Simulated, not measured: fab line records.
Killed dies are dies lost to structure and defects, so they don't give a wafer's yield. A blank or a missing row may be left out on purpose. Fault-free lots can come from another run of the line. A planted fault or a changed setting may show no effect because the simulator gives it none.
Split-lot experiment || flow n5Finfet || 21 wafers read from 7 lots, route of 1938 steps

== ABOUT THE SPLIT ==
At N5_BEOL_M4_EXPOSE_25 (exposes mask V3, defocus 5 nm), the setting doseMj was moved away from the recipe's 63 on 8 of the 21 wafers read, by -6.5% to -3.7%. All remaining wafers had this setting at the recipe value.

== FROM THE SPLIT TO THE READING: what the file shows between them, 2 steps ==
- N5_BEOL_M4_PEB_26: peb time 60 s
- N5_BEOL_M4_DEVELOP_27: develop time 30 s

== THE READING ==
cdNm, in nm, at N5_BEOL_M4_CD_MEAS_28 (target cd 26.2 nm, target cd y 24.1 nm). Fault-free wafers of this fab line usually give 26.13 nm, standard deviation 0.23 nm.

{"wafer": "L074.2", "tool, chamber at the split": "euvScanner-02, 0", "doseMj as run": 60.34, "against the recipe": "-4.2%", "cdNm, nm": 25.20, "against lot-mates on the recipe": -1.06}
{"wafer": "L074.3", "tool, chamber at the split": "euvScanner-02, 0", "doseMj as run": 60.34, "against the recipe": "-4.2%", "cdNm, nm": 24.97, "against lot-mates on the recipe": -1.29}
{"wafer": "L074.4", "tool, chamber at the split": "euvScanner-02, 0", "doseMj as run": 63, "against the recipe": "recipe", "cdNm, nm": 26.26, "against lot-mates on the recipe": "-"}
{"wafer": "L076.1", "tool, chamber at the split": "euvScanner-02, 0", "doseMj as run": 63, "against the recipe": "recipe", "cdNm, nm": 26.19, "against lot-mates on the recipe": "-"}
{"wafer": "L076.2", "tool, chamber at the split": "euvScanner-02, 0", "doseMj as run": 63, "against the recipe": "recipe", "cdNm, nm": 26.14, "against lot-mates on the recipe": "-"}
{"wafer": "L076.5", "tool, chamber at the split": "euvScanner-02, 0", "doseMj as run": 63, "against the recipe": "recipe", "cdNm, nm": 26.46, "against lot-mates on the recipe": "-"}
{"wafer": "L084.3", "tool, chamber at the split": "euvScanner-02, 0", "doseMj as run": 60.2, "against the recipe": "-4.4%", "cdNm, nm": 25.22, "against lot-mates on the recipe": -0.91}
{"wafer": "L084.5", "tool, chamber at the split": "euvScanner-02, 0", "doseMj as run": 60.2, "against the recipe": "-4.4%", "cdNm, nm": 25.32, "against lot-mates on the recipe": -0.81}
{"wafer": "L084.6", "tool, chamber at the split": "euvScanner-02, 0", "doseMj as run": 63, "against the recipe": "recipe", "cdNm, nm": 26.13, "against lot-mates on the recipe": "-"}
{"wafer": "L085.1", "tool, chamber at the split": "euvScanner-02, 0", "doseMj as run": 63, "against the recipe": "recipe", "cdNm, nm": 26.41, "against lot-mates on the recipe": "-"}
{"wafer": "L085.5", "tool, chamber at the split": "euvScanner-02, 0", "doseMj as run": 63, "against the recipe": "recipe", "cdNm, nm": 25.85, "against lot-mates on the recipe": "-"}
{"wafer": "L085.6", "tool, chamber at the split": "euvScanner-02, 0", "doseMj as run": 63, "against the recipe": "recipe", "cdNm, nm": 26.21, "against lot-mates on the recipe": "-"}
{"wafer": "L092.1", "tool, chamber at the split": "euvScanner-02, 0", "doseMj as run": 58.9, "against the recipe": "-6.5%", "cdNm, nm": 24.74, "against lot-mates on the recipe": -1.12}
{"wafer": "L092.2", "tool, chamber at the split": "euvScanner-02, 0", "doseMj as run": 58.9, "against the recipe": "-6.5%", "cdNm, nm": 24.79, "against lot-mates on the recipe": -1.07}
{"wafer": "L092.3", "tool, chamber at the split": "euvScanner-02, 0", "doseMj as run": 63, "against the recipe": "recipe", "cdNm, nm": 25.86, "against lot-mates on the recipe": "-"}
{"wafer": "L093.2", "tool, chamber at the split": "euvScanner-01, 0", "doseMj as run": 63, "against the recipe": "recipe", "cdNm, nm": 26.04, "against lot-mates on the recipe": "-"}
{"wafer": "L093.3", "tool, chamber at the split": "euvScanner-01, 0", "doseMj as run": 63, "against the recipe": "recipe", "cdNm, nm": 25.92, "against lot-mates on the recipe": "-"}
{"wafer": "L093.4", "tool, chamber at the split": "euvScanner-01, 0", "doseMj as run": 63, "against the recipe": "recipe", "cdNm, nm": 26.11, "against lot-mates on the recipe": "-"}
{"wafer": "L091.1", "tool, chamber at the split": "euvScanner-02, 0", "doseMj as run": 60.65, "against the recipe": "-3.7%", "cdNm, nm": 25.24, "against lot-mates on the recipe": -1.03}
{"wafer": "L091.5", "tool, chamber at the split": "euvScanner-02, 0", "doseMj as run": 60.65, "against the recipe": "-3.7%", "cdNm, nm": 24.98, "against lot-mates on the recipe": -1.29}
{"wafer": "L091.6", "tool, chamber at the split": "euvScanner-02, 0", "doseMj as run": 63, "against the recipe": "recipe", "cdNm, nm": 26.27, "against lot-mates on the recipe": "-"}

FIT RESULTS
A straight line over all 21 wafers: cdNm changes by +0.223 nm for each +1% of doseMj; r = +0.95; the points scatter about the line by 0.18 nm.
The same after taking each lot's own level away (the mean of its wafers on the recipe; 21 wafers): +0.209 nm for each +1%; r = +0.92; scatter 0.22 nm.
According to that fit, moving doseMj by its largest amount changes the reading by 1.4 nm.
Measured against the standard deviation above, the lots' own levels, which go from 25.860 to 26.270 nm, span 1.8 times it.
Consequently the slope shifts little with the lot-to-lot level, the two slopes agreeing.
Check: with one of the wafers moved furthest among these (-6.5%) left out of the fit, the line predicts -1.48 nm for it against its lot-mates. Against them it came out at -1.12 nm.

== OTHER SPLITS ON THESE WAFERS ==
Note: prior to the reading, these wafers also went through further splits. Each is held against what the fit with the lots' levels taken away leaves over:
{"other split on the same wafers": "N5_BEOL_M2_DESCUM_33 timeS", "wafers away from the commonest value": 7, "r with cdNm (lot level and that fit taken away)": -0.28}
{"other split on the same wafers": "N5_BEOL_M2_ETCH_69 biasW", "wafers away from the commonest value": 6, "r with cdNm (lot level and that fit taken away)": "+0.12"}
{"other split on the same wafers": "N5_BEOL_M3_COAT_76 spinRpm", "wafers away from the commonest value": 7, "r with cdNm (lot level and that fit taken away)": "+0.32"}
{"other split on the same wafers": "N5_BEOL_M3_EXPOSE_25 doseMj", "wafers away from the commonest value": 6, "r with cdNm (lot level and that fit taken away)": "+0.01"}

== FILE'S OWN FIT ==
cdNm changes by +0.215 nm for each +1% of doseMj, r = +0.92.
